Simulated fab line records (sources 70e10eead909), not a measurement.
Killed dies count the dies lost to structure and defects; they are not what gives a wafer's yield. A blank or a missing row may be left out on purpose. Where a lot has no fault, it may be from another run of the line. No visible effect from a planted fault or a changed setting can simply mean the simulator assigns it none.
What tool caused it? -- flow nand harc -- 11 lots, 33 wafers sampled, at 3 steps of a route of 1302

WHAT EACH GAUGE READ, for each wafer
NHARC_A_CONTACT_OVL_MEAS_09.
lot,measured,on,overlay x nm (nm)
L874,day 22 05:17,overlay-01,-0.3 -0.3 -0.4
L879,day 23 20:42,overlay-02,-0.5 -1.1 -0.9
L880,day 24 22:25,overlay-01,0.1 0.6 0.3
L883,day 26 04:15,overlay-02,-0.4 -0.3 -0.9
L889,day 28 00:19,overlay-02,1.1 1.0 1.1
L891,day 28 16:35,overlay-02,-0.2 -0.1 -0.1
L895,day 30 02:44,overlay-01,0.4 0.6 0.2
L892,day 30 05:17,overlay-01,-1.2 -0.7 -0.7
L894,day 30 19:35,overlay-01,-0.3 -0.1 -0.9
L896,day 32 06:11,overlay-02,-0.5 -0.6 -0.1
L897,day 32 09:24,overlay-02,0.8 0.4 1.2

WHAT TOOL EACH LOT RAN ON (gives the tool, then ch and the chambers of the sampled wafers, and finally the start)
lot,NHARC_A_CONTACT_ETCH_106,NHARC_A_CONTACT_STRIP_82
L874,"rie diel-11 ch 0,2, day 22 01:14","rie diel-11 ch 1,2,3, day 22 05:17 or earlier"
L879,"rie diel-03 ch 2,3, day 23 17:21","rie diel-03 ch 2,3, day 23 20:42 or earlier"
L880,"rie diel-03 ch 0,2,3, day 24 19:14","rie diel-03 ch 0,2,3, day 24 22:25 or earlier"
L883,"rie diel-03 ch 1,2,3, day 26 00:44","rie diel-03 ch 2,3, day 26 04:15 or earlier"
L889,"rie diel-03 ch 0,1,2, day 27 21:11","rie diel-03 ch 0,2,3, day 28 00:19 or earlier"
L891,"rie diel-03 ch 1,2,3, day 28 13:22","rie diel-03 ch 0,1,3, day 28 16:35 or earlier"
L895,"rie diel-11 ch 0,2,3, day 29 23:29","rie diel-11 ch 0,2,3, day 30 02:44 or earlier"
L892,"rie diel-04 ch 1,2, day 30 01:13","rie diel-04 ch 0,1,2, day 30 05:17 or earlier"
L894,"rie diel-03 ch 1,2,3, day 30 16:31","rie diel-03 ch 0,3, day 30 19:35 or earlier"
L896,"rie diel-03 ch 1,2,3, day 31 22:23","rie diel-03 ch 0,1,2, day 32 06:11 or earlier"
L897,"rie diel-04 ch 1,3, day 32 00:11","rie diel-04 ch 0,1,2, day 32 09:24 or earlier"
- NHARC_A_CONTACT_ETCH_106: etches the open film in CF4/O2, target depth 90 nm, overetch 9 nm, time 49.5 s.
- NHARC_A_CONTACT_STRIP_82: strips in O2.

THE ANSWER, worked out from the rows above alone
Rule: what is usual is taken from the lots themselves. The widest of any qualifying gaps counts: lots, ordered by their means at a reading, are off when they make up no more than a third of the lots, leave a main group of 4 or more, and stand apart from it by 3 or more times the standard deviation of that group's means. If all means in a main group match to the digits the tables above print for the reading, that group is not used. Also off: a lot with no number at a reading for which 4 or more lots have one. The other lots that the step has rows for count as sound.
Nothing can be told from this: no lot is off at any reading shown.

WHAT HAD BEEN PUT IN BY THE SIMULATOR
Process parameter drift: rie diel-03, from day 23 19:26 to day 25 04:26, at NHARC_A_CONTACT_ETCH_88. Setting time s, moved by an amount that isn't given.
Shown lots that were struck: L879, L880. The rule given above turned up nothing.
